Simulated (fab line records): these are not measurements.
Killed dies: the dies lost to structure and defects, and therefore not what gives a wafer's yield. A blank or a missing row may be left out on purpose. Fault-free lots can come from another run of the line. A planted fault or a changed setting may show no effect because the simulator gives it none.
Matching of chambers + flow nand harc + 3 sister chambers for NHARC_A_CONTACT_DESCUM_74 on rie diel-11
The step chemistry O2, time 3 s. 14 wafers are shown with their chamber, then 4 later ones without.

EACH WAFER AND ITS CHAMBER
| wafer  | chamber | showerhead plenum p Torr (Torr) | oes product au (a.u.) | rf vpp V (V) |
|--------|---------|---------------------------------|-----------------------|--------------|
| L083.2 | 3       | 1.88                            | 0.989                 | 58.2         |
| L083.4 | 1       | 1.98                            | 1.006                 | 57.7         |
| L083.5 | 0       | 1.96                            | 1.008                 | 57.4         |
| L086.2 | 1       | 1.97                            | 0.996                 | 58.3         |
| L086.4 | 3       | 1.88                            | 1.003                 | 56.8         |
| L086.5 | 1       | 1.97                            | 0.993                 | 58.8         |
| L089.1 | 3       | 1.87                            | 1.001                 | 57.5         |
| L089.2 | 0       | 1.95                            | 1.018                 | 58.5         |
| L089.5 | 3       | 1.87                            | 1.006                 | 59.6         |
| L087.4 | 3       | 1.87                            | 0.995                 | 59.1         |
| L087.5 | 0       | 1.95                            | 1.010                 | 58.1         |
| L087.6 | 3       | 1.87                            | 0.991                 | 56.8         |
| L087.1 | 1       | 1.97                            | 1.007                 | 59.2         |
| L087.2 | 0       | 1.95                            | 1.005                 | 58.1         |

SIGNATURES, as means of the wafers listed above
| reading                  | chamber 0 | chamber 1 | chamber 3 | scatter within a chamber |
|--------------------------|-----------|-----------|-----------|--------------------------|
| showerhead plenum p Torr | 1.9525    | 1.9725    | 1.8733    | 0.00508                  |
| oes product au           | 1.01025   | 1.00050   | 0.99750   | 0.00659                  |
| rf vpp V                 | 58.025    | 58.500    | 58.000    | 0.896                    |
Rule: distance of a wafer from a chamber = root of the sum over the readings of ((wafer's reading minus chamber's mean) / reading's scatter) squared. If the next closest chamber is less than 2 further off than the closest, the wafer can't be placed; otherwise it belongs to the closest. The scatter: the root of (the sum of the squares of (reading less its chamber's mean) over the shown wafers, divided by (wafers less chambers)).

WAFERS WITH NO CHAMBER GIVEN
| wafer  | showerhead plenum p Torr (Torr) | oes product au (a.u.) | rf vpp V (V) |
|--------|---------------------------------|-----------------------|--------------|
| L088.1 | 1.95                            | 1.020                 | 56.6         |
| L088.2 | 1.97                            | 1.003                 | 57.9         |
| L094.4 | 1.87                            | 0.995                 | 57.3         |
| L094.6 | 1.96                            | 0.999                 | 57.9         |

THE CHAMBER EACH PASSED THROUGH
| wafer  | from the rows above     | in truth |
|--------|-------------------------|----------|
| L088.1 | 0                       | 0        |
| L088.2 | 1                       | 1        |
| L094.4 | 3                       | 3        |
| L094.6 | can't be placed: 0 or 1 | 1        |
Correct placement for 3 of the 4. Can't be placed from these rows: 1 (the true chamber is among the candidates in 1). Number placed wrongly: 0.
